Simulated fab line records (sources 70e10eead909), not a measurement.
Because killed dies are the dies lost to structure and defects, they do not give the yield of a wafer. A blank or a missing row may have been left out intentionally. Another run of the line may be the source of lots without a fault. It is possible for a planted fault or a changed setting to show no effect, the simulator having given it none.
Struck lot and sound lot, side by side | flow nand harc | 41 steps out of a route of 1302
Sound: wafers L951.2, L951.4, L951.5. Struck: wafers L959.2, L959.3, L959.6. At the end, the cause is stated.
For every step that has rows: the tool of each side, followed by ch and its chambers, followed by its first start. Under that, the readings that differ: sound wafers | struck wafers | difference of the means | sigmas: that difference in standard deviations of wafers without a fault.
alike: words and numbers the same on both sides, and readings whose means are apart by under 2 such deviations; not compared: readings that were withheld, readings missing a value for some wafer, numbers with overlapping values and no deviation given by the record, and bounds like >300 which may hide the same value.
Wherever a step has rows on one side only, a row that says differs or no value, or a row with sigmas, the two part there. When numbers do not overlap yet have no deviation, they are printed without sigmas and do not part them. A reading that every wafer of one side lacks parts them only if that side has two wafers or more.

first, 5 steps without rows for these wafers: NHARC_A_DECK1_JOINT_WET_08 (chemistry H3PO4, time 86 s); NHARC_A_DECK1_JOINT_ETCH_09 (etches SiO2 in dHF, target depth 5 nm); NHARC_A_DECK1_JOINT_WET_10 (chemistry H3PO4, time 86 s); NHARC_A_DECK1_JOINT_ETCH_11 (etches SiO2 in dHF, target depth 35 nm); NHARC_A_DECK1_JOINT_CVD_12 (deposits poly-Si, target thk 90 nm, time 1800 s).
NHARC_A_DECK1_JOINT_CMP_13: polishes, target thk 51.023 nm.
  sound on cmp-04 ch 0,1,2, day 11 10:58; struck on cmp-01 ch 0,2, day 14 17:03
  reading                | sound    | struck | difference | sigmas
  time to endpoint s (s) | 16 10 10 | 5 5 5  | -7         | -2
  alike: edge zone pressure frac, motor current A, retaining ring pressure frac
NHARC_A_DECK1_JOINT_THK_MEAS_14: measures by ellipsometry.
  sound on film metro-01, day 11 11:13; struck on film metro-02, day 14 17:18
  alike: thk nm
next, for these wafers, 1 step has no rows: NHARC_A_DECK1_JOINT_SRD_04.
NHARC_A_DECK1_JOINT_ETCHBACK_00: etches the open film in HBr, target depth 30 nm, time 17.4 s.
  sound on rie si-05 ch 1,2,3, day 11 11:22; struck on rie si-01 ch 1,2,3, day 14 17:26
  alike: chamber pressure mTorr, drypump motor current A, oes product au, throttle valve pct
  not compared: rf hours counter h
then, 3 steps without rows for these wafers: NHARC_A_DECK1_JOINT_PRECLEAN_30 (cleans in SC1); NHARC_A_DECK1_JOINT_SRD_31; NHARC_A_DECK1_JOINT_CVD_34 (deposits SiNx, target thk 20 nm).
NHARC_A_DECK1_JOINT_DEP_06: deposits SiOx, target thk 80 nm.
  sound on fcvd-02 ch 0,1, day 11 17:55; struck on fcvd-02 ch 0,1, day 15 01:11
then, 4 steps without rows for these wafers: NHARC_A_DECK1_JOINT_CURE_26 (time 32 s); NHARC_A_DECK1_JOINT_ANNEAL_27 (time 3600 s); NHARC_A_DECK1_JOINT_ANNEAL_28 (time 1800 s); NHARC_A_DECK1_JOINT_ANNEAL_29 (time 1800 s).
NHARC_A_DECK1_JOINT_CMP_02: polishes SiOx.
  sound on cmp-01 ch 0,1, day 12 08:50; struck on cmp-02 ch 0,1,2, day 15 17:28
  alike: edge zone pressure frac, motor current A, retaining ring pressure frac
next, for these wafers, 1 step has no rows: NHARC_A_DECK1_JOINT_SRD_15.
NHARC_A_DECK1_JOINT_DEP_16: deposits SiO2, target thk 45 nm.
  sound on pecvd-03 ch 0,1,2, day 12 09:14; struck on pecvd-02 ch 1,2, day 15 17:49
  alike: heater power w, showerhead vpp V, throttle valve pct
  not compared: since wet clean h
NHARC_A_DECK1_JOINT_THK_MEAS_17: measures by ellipsometry.
  sound on film metro-02, day 12 09:31; struck on film metro-01, day 15 18:06
  alike: thk nm
next comes 1 step that has no rows for these wafers: NHARC_A_ONON_D2_DEP_00 (target thickness 1000 nm).
NHARC_A_ONON_D2_THK_MEAS_02: measures by ellipsometry.
  sound on film metro-01, day 12 10:19; struck on film metro-02, day 15 18:43
  reading     | sound       | struck         | difference | sigmas
  thk nm (nm) | 979 978 978 | 1004 1003 1004 | +25        | +3
next comes 1 step that has no rows for these wafers: NHARC_A_ONON_D2_DEP_03 (target thickness 1000 nm).
NHARC_A_ONON_D2_THK_MEAS_05: measures by ellipsometry.
  sound on film metro-02, day 12 11:01; struck on film metro-02, day 15 19:17
  reading     | sound       | struck         | difference | sigmas
  thk nm (nm) | 971 974 973 | 1003 1003 1002 | +30        | +3
next comes 1 step that has no rows for these wafers: NHARC_A_ONON_D2_DEP_06 (target thickness 1000 nm).
NHARC_A_ONON_D2_THK_MEAS_08: measures by ellipsometry.
  sound on film metro-01, day 12 11:36; struck on film metro-01, day 15 19:51
  alike: thk nm
next comes 1 step that has no rows for these wafers: NHARC_A_ONON_D2_DEP_09 (target thickness 1000 nm).
NHARC_A_ONON_D2_THK_MEAS_11: measures by ellipsometry.
  sound on film metro-01, day 12 12:10; struck on film metro-02, day 15 20:25
  alike: thk nm
next comes 1 step that has no rows for these wafers: NHARC_A_ONON_D2_DEP_12 (target thickness 1000 nm).
NHARC_A_ONON_D2_THK_MEAS_14: measures by ellipsometry.
  sound on film metro-02, day 12 12:44; struck on film metro-02, day 15 20:59
  alike: thk nm
then, 2 steps without rows for these wafers: NHARC_A_ONON_D2_ANNEAL_15 (time 3600 s); NHARC_A_ONON_D2_DEP_16 (target thk 1000 nm).
NHARC_A_ONON_D2_THK_MEAS_18: measures by ellipsometry.
  sound on film metro-02, day 12 18:44; struck on film metro-02, day 16 04:44
  alike: thk nm
next comes 1 step that has no rows for these wafers: NHARC_A_ONON_D2_DEP_19 (target thickness 1000 nm).
NHARC_A_ONON_D2_THK_MEAS_21: measures by ellipsometry.
  sound on film metro-02, day 12 19:18; struck on film metro-01, day 16 05:18
  alike: thk nm
next comes 1 step that has no rows for these wafers: NHARC_A_ONON_D2_DEP_22 (target thickness 1000 nm).
NHARC_A_ONON_D2_THK_MEAS_24: measures by ellipsometry.
  sound on film metro-01, day 12 19:52; struck on film metro-01, day 16 05:52
  alike: thk nm
next comes 1 step that has no rows for these wafers: NHARC_A_ONON_D2_DEP_25 (target thickness 1000 nm).
NHARC_A_ONON_D2_THK_MEAS_27: measures by ellipsometry.
  sound on film metro-02, day 12 20:25; struck on film metro-02, day 16 06:26
  alike: thk nm
-- record jumps: 11 days between struck wafers' starts before vs after; left off in module A_ONON_D2, resumes in module END, first step shown is number 1302 of the route --
NHARC_END_SORT_01:
  sound on prober-01 ch 0, day 24 22:59; struck on prober-02 ch 0, day 27 11:19
  alike: killed at array, killed at other, killed at periphery, killed dies, killed open, killed short

WHERE THEY PART
At NHARC_A_DECK1_JOINT_CMP_13 first; at NHARC_A_ONON_D2_THK_MEAS_05 last (within this record only). Later steps at which nothing parts them and some readings are alike: NHARC_A_ONON_D2_THK_MEAS_08, NHARC_A_ONON_D2_THK_MEAS_11, NHARC_A_ONON_D2_THK_MEAS_14, NHARC_A_ONON_D2_THK_MEAS_18, NHARC_A_ONON_D2_THK_MEAS_21, NHARC_A_ONON_D2_THK_MEAS_24, NHARC_A_ONON_D2_THK_MEAS_27, NHARC_END_SORT_01.

WHY: what the simulator had put in
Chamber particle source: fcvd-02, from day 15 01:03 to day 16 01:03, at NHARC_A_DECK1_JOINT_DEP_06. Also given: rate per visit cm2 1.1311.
